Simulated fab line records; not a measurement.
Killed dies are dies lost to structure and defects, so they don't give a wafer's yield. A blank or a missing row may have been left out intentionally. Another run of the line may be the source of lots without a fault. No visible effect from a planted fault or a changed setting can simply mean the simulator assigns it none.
fab line records | flow n5_finfet
record: lots: 14 | wafers: 37 | last_day: 17
route steps=1938 shown BEOL_M0@732 BEOL_M1@754 BEOL_M4@1111
lots that met no fault: taken from a fault-free run of the same line
start_h: start of the lot's first displayed wafer, in hours after the record's first day | wait_h: time in hours since the lot's previous step | " same as the row above | L1.1+2: a single row standing in for several wafers | - no value present, or no start provided | * or withheld: withheld | < > ~ a bound
route shown NAME@n: names a module that has steps shown in the file, with the first one's number in the route | usual: mean/standard deviation taken from wafers without a fault | same: alike in all rows | chamber/n: place in a boat | sites: per-site readings | _std_site: the values' standard deviation | _edge_site: mean of outer sites minus mean of inner sites | radius_mm: how far each site lies from the wafer's centre | mask NAME#n: copy n | behind: the most recent tool/chamber to have shaped the wafer | hold: what put the lot on hold/how long, in hours/how the hold closed | device: the transistor (n, p or np) that didn't switch | end of line: tests of these same wafers at the route's end | for a step that has no rows: nothing shown but its recipe | killed: dies lost to structure and defects at the first sort, not the wafer's yield | map: per-die view of a wafer (x killed, . not killed, _ where there is no die)
set.NAME: the setting that was run; set.NAME@STEP: the one run at that earlier step | model.NAME: the simulator's own value behind a step, which no gauge read
steps of the route over a sample of lots; a table a step, a row a wafer
services: the hour from which a tool's chamber was out of use, counted from the record's first day as start_h (under 0 if before that day), plus the number of hours and why
== steps ==
step: N5_BEOL_M0_SURFACE_TREAT_137
recipe: gas: Ar | time_s: * | ion_energy_ev: * | ion_current_ma_cm2: 0.5 | pressure_mtorr: * | ar_flow_sccm: 30
usual: throttle_valve_pct: *
same: time_s: *
lot.wafer | tool           | chamber | start_h | wait_h | throttle_valve_pct
L669.2    | pvd_sputter-02 | -       | 127.90  | 0.1    | *
L669.5    | "              | -       | "       | "      | *
L669.6    | "              | -       | "       | "      | *
L673.1    | pvd_sputter-02 | -       | 146.89  | 0.7    | *
L673.5    | "              | -       | "       | "      | *
L672.4    | pvd_sputter-01 | -       | 150.03  | 0.1    | *
L672.5    | "              | -       | "       | "      | *
L672.6    | "              | -       | "       | "      | *
L674.2    | pvd_sputter-01 | -       | 150.42  | 0.2    | *
L674.3    | "              | -       | "       | "      | *
L674.6    | "              | -       | "       | "      | *
L677.1    | pvd_sputter-03 | -       | 179.83  | 1.6    | *
L677.3    | "              | -       | "       | "      | *
L677.4    | "              | -       | "       | "      | *
L678.1    | pvd_sputter-03 | -       | 182.55  | 0.2    | *
L678.2    | "              | -       | "       | "      | *
L678.4    | "              | -       | "       | "      | *
L679.3    | pvd_sputter-03 | -       | 192.04  | 0.3    | *
L679.6    | "              | -       | "       | "      | *
L680.4    | pvd_sputter-01 | -       | 197.71  | 0.2    | *
L680.5    | "              | -       | "       | "      | *
L681.1    | pvd_sputter-01 | -       | 202.11  | 0.1    | *
L681.6    | "              | -       | "       | "      | *
L682.4    | pvd_sputter-01 | -       | 202.23  | 0.1    | *
L682.5    | "              | -       | "       | "      | *
L682.6    | "              | -       | "       | "      | *
L684.3    | pvd_sputter-01 | -       | 215.41  | 0.2    | *
L684.5    | "              | -       | "       | "      | *
L687.2    | pvd_sputter-02 | -       | 234.22  | 0.2    | *
L687.3    | "              | -       | "       | "      | *
L687.6    | "              | -       | "       | "      | *
L688.2    | pvd_sputter-02 | -       | 237.66  | 0.1    | *
L688.3    | "              | -       | "       | "      | *
L688.5    | "              | -       | "       | "      | *
L690.1    | pvd_sputter-03 | -       | 248.41  | 0.2    | *
L690.4    | "              | -       | "       | "      | *
L690.6    | "              | -       | "       | "      | *
step: N5_BEOL_M0_ANNEAL_135
recipe: temp_c: 400 | time_s: 60 | ambient: vacuum
usual: heater_power_w: 817/80
same: time_s: 60
lot.wafer | tool           | chamber | start_h | wait_h | heater_power_w
L669.2    | pvd_sputter-03 | -       | 128.54  | 0.0    | 649
L669.5    | "              | -       | "       | "      | 885
L669.6    | "              | -       | "       | "      | 662
L673.1    | pvd_sputter-03 | -       | 147.84  | 0.0    | 846
L673.5    | "              | -       | "       | "      | 909
L672.4    | pvd_sputter-03 | -       | 150.53  | 0.0    | 896
L672.5    | "              | -       | "       | "      | 839
L672.6    | "              | -       | "       | "      | 852
L674.2    | pvd_sputter-01 | -       | 150.94  | 0.0    | 863
L674.3    | "              | -       | "       | "      | 841
L674.6    | "              | -       | "       | "      | 859
L677.1    | pvd_sputter-03 | -       | 180.65  | 0.0    | 891
L677.3    | "              | -       | "       | "      | 658
L677.4    | "              | -       | "       | "      | 872
L678.1    | pvd_sputter-01 | -       | 183.12  | 0.0    | 687
L678.2    | "              | -       | "       | "      | 833
L678.4    | "              | -       | "       | "      | 875
L679.3    | pvd_sputter-01 | -       | 192.73  | 0.0    | 868
L679.6    | "              | -       | "       | "      | 863
L680.4    | pvd_sputter-01 | -       | 198.43  | 0.0    | 838
L680.5    | "              | -       | "       | "      | 845
L681.1    | pvd_sputter-01 | -       | 202.59  | 0.0    | 846
L681.6    | "              | -       | "       | "      | 885
L682.4    | pvd_sputter-02 | -       | 202.72  | 0.0    | 903
L682.5    | "              | -       | "       | "      | 774
L682.6    | "              | -       | "       | "      | 854
L684.3    | pvd_sputter-03 | -       | 217.73  | 0.0    | 880
L684.5    | "              | -       | "       | "      | 893
L687.2    | pvd_sputter-02 | -       | 234.82  | 0.0    | 935
L687.3    | "              | -       | "       | "      | 841
L687.6    | "              | -       | "       | "      | 859
L688.2    | pvd_sputter-01 | -       | 238.15  | 0.0    | 882
L688.3    | "              | -       | "       | "      | 855
L688.5    | "              | -       | "       | "      | 888
L690.1    | pvd_sputter-03 | -       | 249.03  | 0.0    | 841
L690.4    | "              | -       | "       | "      | 822
L690.6    | "              | -       | "       | "      | 824
step: N5_BEOL_M1_HM_DEP_02
recipe: material: TiN | target_thk_a: 200 | temp_c: 25 | chamber_pressure_pa: 0.49996
usual: chamber_pressure_pa: 0.4999/0.001 | substrate_temp_c: 25.01/0.1 | throttle_valve_pct: 29.7/0.85
lot.wafer | tool           | chamber | start_h | wait_h | chamber_pressure_pa | substrate_temp_c | throttle_valve_pct
L669.2    | pvd_sputter-03 | -       | 130.58  | 0.4    | 0.4988              | 25.02            | 29.3
L669.5    | "              | -       | "       | "      | 0.5003              | 25.01            | 30.3
L669.6    | "              | -       | "       | "      | 0.5011              | 25.10            | 28.9
L673.1    | pvd_sputter-03 | -       | 149.46  | 0.3    | 0.5015              | 24.99            | 29.0
L673.5    | "              | -       | "       | "      | 0.5005              | 25.02            | 29.5
L672.4    | pvd_sputter-03 | -       | 155.54  | 3.7    | 0.4991              | 25.13            | 30.3
L672.5    | "              | -       | "       | "      | 0.5018              | 25.00            | 29.8
L672.6    | "              | -       | "       | "      | 0.5011              | 25.06            | 30.2
L674.2    | pvd_sputter-03 | -       | 155.59  | 3.4    | 0.5005              | 25.10            | 30.1
L674.3    | "              | -       | "       | "      | 0.5013              | 25.21            | 30.5
L674.6    | "              | -       | "       | "      | 0.5005              | 25.10            | 29.5
L677.1    | pvd_sputter-02 | -       | 182.24  | 0.3    | 0.4985              | 25.11            | 31.0
L677.3    | "              | -       | "       | "      | 0.4998              | 25.01            | 28.8
L677.4    | "              | -       | "       | "      | 0.5016              | 24.88            | 29.3
L678.1    | pvd_sputter-01 | -       | 185.42  | 0.8    | 0.5011              | 25.05            | 29.7
L678.2    | "              | -       | "       | "      | 0.5011              | 24.97            | 27.7
L678.4    | "              | -       | "       | "      | 0.4993              | 25.01            | 29.7
L679.3    | pvd_sputter-03 | -       | 194.46  | 0.5    | 0.4999              | 25.13            | 29.1
L679.6    | "              | -       | "       | "      | 0.4988              | 24.95            | 29.6
L680.4    | pvd_sputter-03 | -       | 201.70  | 1.9    | 0.4995              | 24.88            | 30.3
L680.5    | "              | -       | "       | "      | 0.5005              | 25.07            | 30.0
L681.1    | pvd_sputter-02 | -       | 204.28  | 0.4    | 0.4991              | 25.18            | 29.6
L681.6    | "              | -       | "       | "      | 0.4999              | 25.13            | 30.8
L682.4    | pvd_sputter-02 | -       | 204.58  | 0.3    | 0.4995              | 24.94            | 29.6
L682.5    | "              | -       | "       | "      | 0.4999              | 25.02            | 29.2
L682.6    | "              | -       | "       | "      | 0.4992              | 24.94            | 30.3
L684.3    | pvd_sputter-02 | -       | 220.45  | 1.4    | 0.4990              | 25.06            | 30.8
L684.5    | "              | -       | "       | "      | 0.4986              | 24.89            | 30.7
L687.2    | pvd_sputter-02 | -       | 237.06  | 1.0    | -                   | -                | -
L687.3    | "              | -       | "       | "      | -                   | -                | -
L687.6    | "              | -       | "       | "      | -                   | -                | -
L688.2    | pvd_sputter-03 | -       | 241.26  | 1.8    | -                   | -                | -
L688.3    | "              | -       | "       | "      | -                   | -                | -
L688.5    | "              | -       | "       | "      | -                   | -                | -
L690.1    | pvd_sputter-03 | -       | 253.57  | 2.8    | 0.4990              | 25.14            | 30.4
L690.4    | "              | -       | "       | "      | 0.5009              | 25.23            | 30.5
L690.6    | "              | -       | "       | "      | 0.4995              | 25.06            | 29.7
step: N5_BEOL_M1_CD_MEAS_11
recipe: target_cd_nm: 17.05 | landing_energy_ev: 500 | detector: se_inlens | polarity: opening
usual: cd_nm: 17.07/0.24
lot.wafer | tool      | chamber | start_h | wait_h | cd_nm
L669.2    | cd_sem-03 | 0       | 131.09  | -      | 17.00
L669.5    | "         | 0       | "       | "      | 17.20
L669.6    | "         | 0       | "       | "      | 17.58
L673.1    | cd_sem-02 | 0       | 149.97  | -      | 17.27
L673.5    | "         | 0       | "       | "      | 17.15
L672.4    | cd_sem-02 | 0       | 156.00  | -      | 16.92
L672.5    | "         | 0       | "       | "      | 16.90
L672.6    | "         | 0       | "       | "      | 17.54
L674.2    | cd_sem-02 | 0       | 157.16  | -      | 17.28
L674.3    | "         | 0       | "       | "      | 17.28
L674.6    | "         | 0       | "       | "      | 16.78
L677.1    | cd_sem-03 | 0       | 182.76  | -      | 17.19
L677.3    | "         | 0       | "       | "      | 16.74
L677.4    | "         | 0       | "       | "      | 17.18
L678.1    | cd_sem-02 | 0       | 185.93  | -      | 16.99
L678.2    | "         | 0       | "       | "      | 16.93
L678.4    | "         | 0       | "       | "      | 16.70
L679.3    | cd_sem-03 | 0       | 194.85  | -      | 16.85
L679.6    | "         | 0       | "       | "      | 17.13
L680.4    | cd_sem-01 | 0       | 202.24  | -      | 16.92
L680.5    | "         | 0       | "       | "      | 17.07
L681.1    | cd_sem-01 | 0       | 204.79  | -      | 17.15
L681.6    | "         | 0       | "       | "      | 16.59
L682.4    | cd_sem-01 | 0       | 204.97  | -      | 16.84
L682.5    | "         | 0       | "       | "      | 16.70
L682.6    | "         | 0       | "       | "      | 16.85
L684.3    | cd_sem-02 | 0       | 220.84  | -      | 17.23
L684.5    | "         | 0       | "       | "      | 17.39
L687.2    | cd_sem-03 | 0       | 237.58  | -      | 16.98
L687.3    | "         | 0       | "       | "      | 16.90
L687.6    | "         | 0       | "       | "      | 16.79
L688.2    | cd_sem-02 | 0       | 241.65  | -      | 16.86
L688.3    | "         | 0       | "       | "      | 16.83
L688.5    | "         | 0       | "       | "      | 16.84
L690.1    | cd_sem-01 | 0       | 253.96  | -      | 17.11
L690.4    | "         | 0       | "       | "      | 17.18
L690.6    | "         | 0       | "       | "      | 17.09
step: N5_BEOL_M1_HM_OPEN_17
recipe: chemistry: Cl2/BCl3 | target_depth_a: 200 | overetch_a: 60 | target: TiN | mask_material: SOC | ion_energy_ev: 150 | pressure_mtorr: 10 | icp_w: 1000 | bias_w: 126 | Cl2_flow_sccm: 53.25 | bcl3_flow_sccm: 21.75 | Ar_flow_sccm: 25
usual: bcl3_flow_sccm: 21.75/0.067 | bias_w: 126.0/0.37 | drypump_motor_current_A: 5.77/0.26 | he_backside_leak_sccm: 3.40/0.29 | oes_product_au: 0.67/0.038 | rf_fwd_power_W: 995/3.6 | throttle_valve_pct: 22.1/0.32
lot.wafer | tool         | chamber | start_h | wait_h | bcl3_flow_sccm | bias_w | drypump_motor_current_A | he_backside_leak_sccm | oes_product_au | rf_fwd_power_W | rf_hours_counter_h | throttle_valve_pct
L669.2    | rie_metal-01 | 0       | 131.70  | 0.0    | 21.81          | 126.5  | 5.95                    | 3.39                  | 0.69           | 993            | 30                 | 21.7
L669.5    | "            | 1       | "       | "      | 21.83          | 126.2  | 5.23                    | 3.37                  | 0.64           | 998            | -                  | 22.2
L669.6    | "            | 0       | "       | "      | 21.87          | 126.0  | 5.97                    | 3.37                  | 0.69           | 992            | -                  | 21.7
L673.1    | rie_metal-01 | 0       | 150.34  | 0.0    | 21.83          | 126.1  | 5.95                    | 3.52                  | 0.68           | 988            | 32                 | 21.7
L673.5    | "            | 1       | "       | "      | 21.64          | 126.0  | 5.23                    | 3.46                  | 0.61           | 1002           | -                  | 22.2
L672.4    | rie_metal-03 | 0       | 156.40  | 0.1    | 21.70          | 126.3  | 5.77                    | 3.43                  | 0.65           | 992            | -                  | 22.0
L672.5    | "            | 1       | "       | "      | 21.72          | 125.9  | 5.82                    | 3.19                  | 0.68           | 999            | -                  | 22.3
L672.6    | "            | 0       | "       | "      | 21.73          | 125.8  | 5.81                    | 3.26                  | 0.65           | 996            | -                  | 22.0
L674.2    | rie_metal-03 | 0       | 157.53  | 0.0    | 21.81          | 125.9  | 5.82                    | 3.45                  | 0.66           | 998            | 53                 | 22.0
L674.3    | "            | 1       | "       | "      | 21.75          | 126.1  | 5.84                    | 3.15                  | 0.69           | 997            | -                  | 22.3
L674.6    | "            | 1       | "       | "      | 21.71          | 125.7  | 5.83                    | 3.64                  | 0.68           | 994            | -                  | 22.3
L677.1    | rie_metal-01 | 0       | 183.13  | 0.0    | 21.78          | 126.3  | 5.94                    | 3.51                  | 0.67           | 989            | 36                 | 21.7
L677.3    | "            | 0       | "       | "      | 21.84          | 126.5  | 5.98                    | 3.53                  | 0.68           | 989            | -                  | 21.7
L677.4    | "            | 1       | "       | "      | 21.77          | 126.2  | 5.24                    | 3.39                  | 0.62           | 997            | -                  | 22.2
L678.1    | rie_metal-01 | 0       | 186.34  | 0.0    | 21.93          | 125.4  | 5.98                    | 3.57                  | 0.68           | 996            | 36                 | 21.7
L678.2    | "            | 1       | "       | "      | 21.65          | 125.7  | 5.25                    | 3.48                  | 0.63           | 996            | 58                 | 22.2
L678.4    | "            | 0       | "       | "      | 21.85          | 125.5  | 5.97                    | 3.60                  | 0.68           | 999            | -                  | 21.7
L679.3    | rie_metal-02 | 0       | 195.25  | 0.1    | 21.81          | 126.3  | 5.98                    | 3.10                  | 0.76           | 987            | -                  | 21.9
L679.6    | "            | 1       | "       | "      | 21.66          | 127.2  | 5.88                    | 3.33                  | 0.67           | 993            | -                  | 22.8
L680.4    | rie_metal-01 | 0       | 203.40  | 0.1    | 21.63          | 125.4  | 5.96                    | 3.57                  | 0.66           | 991            | -                  | 21.7
L680.5    | "            | 1       | "       | "      | 21.70          | 126.2  | 5.25                    | 3.52                  | 0.62           | 995            | -                  | 22.2
L681.1    | rie_metal-03 | 1       | 205.49  | 0.0    | 21.72          | 125.8  | 5.84                    | 3.38                  | 0.68           | 999            | 38                 | 22.3
L681.6    | "            | 1       | "       | "      | 21.69          | 126.1  | 5.83                    | 3.30                  | 0.68           | 998            | -                  | 22.3
L682.4    | rie_metal-01 | 1       | 205.67  | 0.1    | 21.65          | 125.4  | 5.22                    | 3.50                  | 0.62           | 997            | -                  | 22.2
L682.5    | "            | 1       | "       | "      | 21.74          | 125.9  | 5.23                    | 3.41                  | 0.62           | 993            | -                  | 22.2
L682.6    | "            | 0       | "       | "      | 21.81          | 126.0  | 5.96                    | 3.59                  | 0.68           | 990            | -                  | 21.8
L684.3    | rie_metal-01 | 1       | 221.31  | 0.1    | 21.81          | 125.5  | 5.25                    | 3.48                  | 0.60           | 994            | -                  | 22.3
L684.5    | "            | 0       | "       | "      | 21.79          | 126.1  | 5.93                    | 3.58                  | 0.65           | 997            | -                  | 21.8
L687.2    | rie_metal-02 | 1       | 238.53  | 0.0    | 21.74          | 126.1  | 5.86                    | 3.40                  | 0.30           | 992            | 36                 | 23.5
L687.3    | "            | 0       | "       | "      | 21.71          | 126.0  | 6.02                    | 3.17                  | 0.32           | 992            | -                  | 22.5
L687.6    | "            | 0       | "       | "      | 21.72          | 126.1  | 5.98                    | 3.21                  | 0.32           | 988            | -                  | 22.5
L688.2    | rie_metal-02 | 1       | 242.02  | 0.0    | 21.76          | 125.9  | 5.91                    | 3.36                  | 0.29           | 997            | 36                 | 23.5
L688.3    | "            | 1       | "       | "      | 21.73          | 126.0  | 5.88                    | 3.35                  | 0.30           | 994            | -                  | 23.5
L688.5    | "            | 0       | "       | "      | 21.75          | 126.1  | 6.03                    | 3.16                  | 0.32           | 992            | -                  | 22.5
L690.1    | rie_metal-02 | 0       | 254.33  | 0.0    | 21.85          | 126.1  | 6.03                    | 3.24                  | 0.72           | 993            | 14                 | 21.9
L690.4    | "            | 1       | "       | "      | 21.62          | 126.5  | 5.88                    | 3.26                  | 0.67           | 1001           | -                  | 22.8
L690.6    | "            | 1       | "       | "      | 21.70          | 125.8  | 5.91                    | 3.55                  | 0.66           | 1000           | -                  | 22.8
step: N5_BEOL_M1_CD_MEAS_18
recipe: pitch_nm: 36 | target_cd_nm: 18
usual: cd_nm: 18.0/0.46
lot.wafer | tool      | chamber | start_h | wait_h | cd_nm
L669.2    | cd_sem-02 | -       | 131.91  | 0.1    | 18.2
L669.5    | "         | -       | "       | "      | 18.8
L669.6    | "         | -       | "       | "      | 18.3
L673.1    | cd_sem-02 | -       | 150.56  | 0.0    | 18.6
L673.5    | "         | -       | "       | "      | 18.5
L672.4    | cd_sem-03 | -       | 156.57  | 0.1    | 18.0
L672.5    | "         | -       | "       | "      | 18.5
L672.6    | "         | -       | "       | "      | 18.5
L674.2    | cd_sem-03 | -       | 157.71  | 0.1    | 17.7
L674.3    | "         | -       | "       | "      | 18.2
L674.6    | "         | -       | "       | "      | 18.4
L677.1    | cd_sem-03 | -       | 183.44  | 0.0    | 18.5
L677.3    | "         | -       | "       | "      | 17.9
L677.4    | "         | -       | "       | "      | 18.1
L678.1    | cd_sem-03 | -       | 186.65  | 0.0    | 18.4
L678.2    | "         | -       | "       | "      | 18.0
L678.4    | "         | -       | "       | "      | 17.5
L679.3    | cd_sem-02 | -       | 195.40  | 0.1    | 18.1
L679.6    | "         | -       | "       | "      | 17.7
L680.4    | cd_sem-02 | -       | 203.68  | 0.1    | 17.5
L680.5    | "         | -       | "       | "      | 17.4
L681.1    | cd_sem-01 | -       | 205.67  | 0.0    | 18.3
L681.6    | "         | -       | "       | "      | 18.0
L682.4    | cd_sem-03 | -       | 205.83  | 0.1    | 17.9
L682.5    | "         | -       | "       | "      | 17.8
L682.6    | "         | -       | "       | "      | 18.2
L684.3    | cd_sem-01 | -       | 221.50  | 0.1    | 18.3
L684.5    | "         | -       | "       | "      | 18.6
L687.2    | cd_sem-02 | -       | 238.76  | 0.1    | -
L687.3    | "         | -       | "       | "      | -
L687.6    | "         | -       | "       | "      | -
L688.2    | cd_sem-02 | -       | 242.28  | 0.1    | -
L688.3    | "         | -       | "       | "      | -
L688.5    | "         | -       | "       | "      | -
L690.1    | cd_sem-02 | -       | 254.65  | 0.0    | 18.7
L690.4    | "         | -       | "       | "      | 18.5
L690.6    | "         | -       | "       | "      | 18.4
step: N5_BEOL_M4_RC_MEAS_101
usual: DIBL_N: 36.9/2.1 | DIBL_P: 37.1/2.5 | IOFF_N: 0.17/0.039 | IOFF_P: 0.23/0.043 | ION_N: 673/15 | ION_P: 462/9.1 | SS_N: 71.8/0.69 | SS_P: 73.6/0.74 | VT_N: 250/3.6 | VT_P: -249.7/2.9
lot.wafer | tool      | chamber | start_h | wait_h | DIBL_N[mV/V] | DIBL_P[mV/V] | IOFF_N[nA/um] | IOFF_P[nA/um] | ION_N[uA/um] | ION_P[uA/um] | SS_N[mV/dec] | SS_P[mV/dec] | VT_N[mV] | VT_P[mV]
L669.2    | prober-02 | 0       | 177.83  | 0.2    | 35.1         | 37.0         | 0.16          | 0.24          | 691          | 474          | 71.2         | 74.0         | 251      | -247.6
L669.5    | "         | 0       | "       | "      | 36.0         | 36.9         | 0.15          | 0.23          | 666          | 459          | 71.7         | 73.6         | 253      | -248.0
L669.6    | "         | 0       | "       | "      | 34.3         | 35.4         | 0.14          | 0.20          | 674          | 464          | 71.2         | 73.3         | 249      | -248.0
L673.1    | prober-01 | 0       | 195.75  | 0.0    | 38.2         | 38.3         | 0.17          | 0.27          | 664          | 468          | 71.4         | 73.9         | 247      | -245.9
L673.5    | "         | 0       | "       | "      | 40.7         | 40.6         | 0.23          | 0.31          | 681          | 468          | 72.2         | 74.6         | 247      | -244.4
L672.4    | prober-02 | 0       | 197.94  | 0.5    | 35.4         | 35.1         | 0.14          | 0.20          | 662          | 456          | 71.9         | 74.4         | 255      | -251.6
L672.5    | "         | 0       | "       | "      | 34.6         | 34.5         | 0.14          | 0.19          | 659          | 451          | 72.0         | 73.8         | 254      | -250.6
L672.6    | "         | 0       | "       | "      | 37.6         | 37.6         | 0.18          | 0.22          | 683          | 469          | 72.3         | 74.3         | 251      | -250.2
L674.2    | prober-01 | 0       | 198.34  | 0.2    | 35.2         | 34.9         | 0.13          | 0.19          | 657          | 453          | 71.6         | 72.6         | 254      | -252.9
L674.3    | "         | 0       | "       | "      | 38.6         | 38.4         | 0.20          | 0.26          | 673          | 462          | 71.9         | 73.9         | 250      | -246.8
L674.6    | "         | 0       | "       | "      | 39.4         | 39.8         | 0.21          | 0.27          | 680          | 467          | 71.9         | 73.5         | 245      | -245.6
L677.1    | prober-01 | 0       | 224.72  | 0.0    | 43.2         | 41.7         | 0.28          | 0.34          | 689          | 465          | 73.0         | 75.6         | 243      | -247.7
L677.3    | "         | 0       | "       | "      | 38.0         | 35.4         | 0.17          | 0.21          | 659          | 447          | 71.8         | 73.8         | 251      | -252.2
L677.4    | "         | 0       | "       | "      | 35.8         | 34.8         | 0.14          | 0.21          | 682          | 467          | 70.4         | 73.4         | 250      | -249.3
L678.1    | prober-02 | 0       | 230.13  | 0.0    | 35.7         | 36.2         | 0.15          | 0.23          | 671          | 473          | 71.8         | 74.2         | 254      | -250.8
L678.2    | "         | 0       | "       | "      | 33.3         | 32.3         | 0.12          | 0.17          | 657          | 459          | 70.3         | 73.5         | 255      | -253.7
L678.4    | "         | 0       | "       | "      | 36.0         | 36.7         | 0.16          | 0.24          | 659          | 458          | 71.3         | 74.0         | 250      | -248.8
L679.3    | prober-01 | 0       | 242.07  | 0.3    | 32.4         | 32.4         | 0.10          | 0.16          | 649          | 451          | 70.4         | 72.7         | 258      | -252.9
L679.6    | "         | 0       | "       | "      | 36.7         | 37.9         | 0.17          | 0.26          | 680          | 476          | 71.5         | 74.5         | 250      | -247.2
L680.4    | prober-02 | 0       | 242.76  | 0.5    | 37.6         | 40.2         | 0.22          | 0.29          | 682          | 468          | 72.4         | 73.5         | 249      | -247.1
L680.5    | "         | 0       | "       | "      | 35.9         | 36.7         | 0.16          | 0.21          | 663          | 455          | 72.2         | 73.3         | 254      | -252.4
L681.1    | prober-01 | 0       | 250.85  | 0.0    | 36.4         | 37.1         | 0.15          | 0.22          | 675          | 465          | 72.1         | 73.7         | 253      | -253.2
L681.6    | "         | 0       | "       | "      | 37.2         | 37.6         | 0.15          | 0.23          | 675          | 472          | 71.5         | 73.6         | 254      | -250.4
L682.4    | prober-01 | 0       | 257.96  | 0.5    | 38.0         | 37.7         | 0.16          | 0.23          | 663          | 456          | 71.7         | 73.1         | 253      | -248.8
L682.5    | "         | 0       | "       | "      | 36.4         | 35.8         | 0.13          | 0.19          | 664          | 461          | 70.7         | 73.1         | 257      | -252.7
L682.6    | "         | 0       | "       | "      | 38.3         | 39.0         | 0.18          | 0.26          | 683          | 469          | 71.3         | 74.0         | 250      | -245.5
L684.3    | prober-01 | 0       | 272.69  | 0.3    | 38.7         | 39.0         | 0.19          | 0.24          | 689          | 465          | 72.4         | 72.8         | 246      | -249.5
L684.5    | "         | 0       | "       | "      | 40.3         | 41.2         | 0.20          | 0.27          | 695          | 474          | 72.6         | 73.8         | 246      | -246.3
L690.1    | prober-02 | 0       | 302.10  | 0.0    | 37.3         | 35.9         | 0.17          | 0.21          | 681          | 462          | 72.1         | 73.4         | 248      | -250.6
L690.4    | "         | 0       | "       | "      | 33.3         | 32.1         | 0.11          | 0.15          | 664          | 455          | 70.4         | 72.4         | 254      | -254.1
L690.6    | "         | 0       | "       | "      | 37.4         | 37.0         | 0.19          | 0.23          | 700          | 474          | 71.9         | 73.5         | 245      | -250.7
== services ==
tool         | chamber | start_h | hours | kind
rie_metal-03 | 0       | 130.79  | 8.0   | repair
rie_metal-03 | -       | 160.87  | 28.1  | pm
rie_metal-01 | -       | 225.67  | 1.5   | repair
== key ==
first_sign: step: N5_BEOL_M1_HM_DEP_02 | reading: tool_record | direction: missing
effect: step: N5_BEOL_M1_HM_OPEN_17 | reading: oes_product_au | direction: down | sigmas: 9.6 | usual: 0.67 | struck: 0.31
effect: step: N5_BEOL_M1_CD_MEAS_18 | reading: cd_nm | direction: missing
met_at N5_BEOL_M1_HM_DEP_02
struck_lots L687,L688
later_rows_left_out L687.2,L687.3,L687.6,L688.2,L688.3,L688.5
sort_left_out L687.2,L687.3,L687.6,L688.2,L688.3,L688.5
not_acting_at N5_BEOL_M0_SURFACE_TREAT_137,N5_BEOL_M0_ANNEAL_135,N5_BEOL_M1_CD_MEAS_11
onset_between 220.45 237.06
fault: kind: skipped_step_whole | tool: pvd_sputter-02,pvd_sputter-03 | chamber: - | onset_h: 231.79 | steps: N5_BEOL_M1_HM_DEP_02 | scope: struck_lots_only
sort_left_out: the simulated sort isn't trusted on such a fault, so these wafers' sort isn't shown, and their yield isn't known
later_rows_left_out: the simulator's readings of these wafers behind a module that went badly wrong aren't trusted and aren't shown, but for the sort
